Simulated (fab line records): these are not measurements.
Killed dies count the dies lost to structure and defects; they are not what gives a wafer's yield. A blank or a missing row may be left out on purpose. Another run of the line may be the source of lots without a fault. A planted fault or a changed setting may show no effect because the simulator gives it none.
The tool behind it: which one? -- flow n5-finfet -- 24 lots with 72 wafers sampled at 2 steps, on a route of 1938 steps

## WHAT THE GAUGES READ, wafer by wafer
N5_BEOL_M1_INSPECT_30: inspects for defects (brightfield).
lot,measured,on,raw-defect-count
L074,day 6 02:09,defect-inspect-02,343 286 200
L075,day 6 06:08,defect-inspect-01,617 388 423
L076,day 6 11:33,defect-inspect-01,393 518 360
L077,day 6 22:34,defect-inspect-01,478 549 525
L078,day 7 02:15,defect-inspect-02,314 417 364
L079,day 7 08:38,defect-inspect-02,322 402 437
L080,day 7 10:34,defect-inspect-02,466 455 542
L081,day 7 20:21,defect-inspect-02,537 423 427
L082,day 7 21:44,defect-inspect-02,428 466 363
L083,day 8 01:53,defect-inspect-01,415 433 482
L084,day 8 09:16,defect-inspect-01,479 360 542
L085,day 8 17:14,defect-inspect-02,298 457 340
L086,day 9 02:33,defect-inspect-02,478 506 382
L087,day 9 05:01,defect-inspect-01,282 255 293
L090,day 9 18:20,defect-inspect-02,294 372 346
L088,day 9 21:20,defect-inspect-01,396 386 323
L091,day 10 01:03,defect-inspect-02,331 300 207
L089,day 10 10:01,defect-inspect-02,418 267 334
L092,day 10 11:28,defect-inspect-02,474 395 253
L093,day 10 20:55,defect-inspect-02,383 319 392
L094,day 10 23:47,defect-inspect-02,392 402 415
L095,day 11 06:22,defect-inspect-01,357 333 258
L096,day 11 12:37,defect-inspect-02,450 369 364
L097,day 12 00:35,defect-inspect-01,395 355 348

## WHAT TOOL EACH LOT RAN ON (gives the tool, then ch and the chambers of the sampled wafers, and finally the start)
lot,N5_BEOL_M0_SPUTTER_132
L074,"pvd-sputter-02, day 5 21:20"
L075,"pvd-sputter-03, day 6 02:19"
L076,"pvd-sputter-01, day 6 06:20"
L077,"pvd-sputter-01, day 6 16:23"
L078,"pvd-sputter-01, day 6 23:00"
L079,"pvd-sputter-03, day 7 04:06"
L080,"pvd-sputter-03, day 7 06:41"
L081,"pvd-sputter-02, day 7 15:42"
L082,"pvd-sputter-01, day 7 18:31"
L083,"pvd-sputter-02, day 7 20:58"
L084,"pvd-sputter-03, day 8 05:09"
L085,"pvd-sputter-02, day 8 13:57"
L086,"pvd-sputter-03, day 8 21:55"
L087,"pvd-sputter-01, day 9 01:14"
L090,"pvd-sputter-02, day 9 13:13"
L088,"pvd-sputter-03, day 9 16:19"
L091,"pvd-sputter-02, day 9 21:54"
L089,"pvd-sputter-01, day 10 05:21"
L092,"pvd-sputter-03, day 10 07:59"
L093,"pvd-sputter-03, day 10 16:45"
L094,"pvd-sputter-01, day 10 20:41"
L095,"pvd-sputter-01, day 11 02:08"
L096,"pvd-sputter-03, day 11 08:49"
L097,"pvd-sputter-03, day 11 20:11"
- N5_BEOL_M0_SPUTTER_132: material Cu, target thk 4 nm, time 7.37 s.

## WHAT THE TOOLS THEMSELVES READ (means of the sampled wafers that have a number; where no wafer has one, the mark that the record gives instead)
N5_BEOL_M0_SPUTTER_132.
lot,tool,chamber-pressure-pa (Pa),throttle-valve-pct (%)
L074,pvd-sputter-02,0.06999,29.3
L075,pvd-sputter-03,0.07002,30.2
L076,pvd-sputter-01,0.06993,28.3
L077,pvd-sputter-01,0.07006,29.3
L078,pvd-sputter-01,0.07000,28.2
L079,pvd-sputter-03,0.06999,29.4
L080,pvd-sputter-03,0.07001,29.4
L081,pvd-sputter-02,0.06997,29.7
L082,pvd-sputter-01,0.07015,29.3
L083,pvd-sputter-02,0.07009,30.3
L084,pvd-sputter-03,0.07016,30.2
L085,pvd-sputter-02,0.06997,29.3
L086,pvd-sputter-03,0.07000,29.3
L087,pvd-sputter-01,0.06993,29.0
L090,pvd-sputter-02,0.07001,29.4
L088,pvd-sputter-03,0.07001,30.3
L091,pvd-sputter-02,0.07005,28.7
L089,pvd-sputter-01,0.06987,29.8
L092,pvd-sputter-03,0.06999,30.2
L093,pvd-sputter-03,0.07015,29.8
L094,pvd-sputter-01,0.06992,28.8
L095,pvd-sputter-01,0.06997,29.1
L096,pvd-sputter-03,0.06997,30.1
L097,pvd-sputter-03,0.07006,30.2

## THE ANSWER, worked out from the rows above alone
Rule: the lots themselves supply what counts as usual. Put in order of their means at a reading, lots are off if they are a third of the lots or fewer, leave a main group of 4 or more, and stand apart from it by a gap of 3 or more times the standard deviation of the main group's means; of several such gaps the widest counts. If all means in a main group match to the digits the tables above print for the reading, that group is not used. Also off: a lot with no number at a reading for which 4 or more lots have one. Where the step has rows for the other lots, those lots are counted as sound. After the gauges, taken in route order, come the tools' own readings; for these a lot's mean is taken, as printed above. The first step at which some lot is off is used, and at that step the reading that is off furthest; a lot without a number counts as furthest.
No lot is off at any reading shown: from this, nothing can be told.

## WHAT THE SIMULATOR PUT IN
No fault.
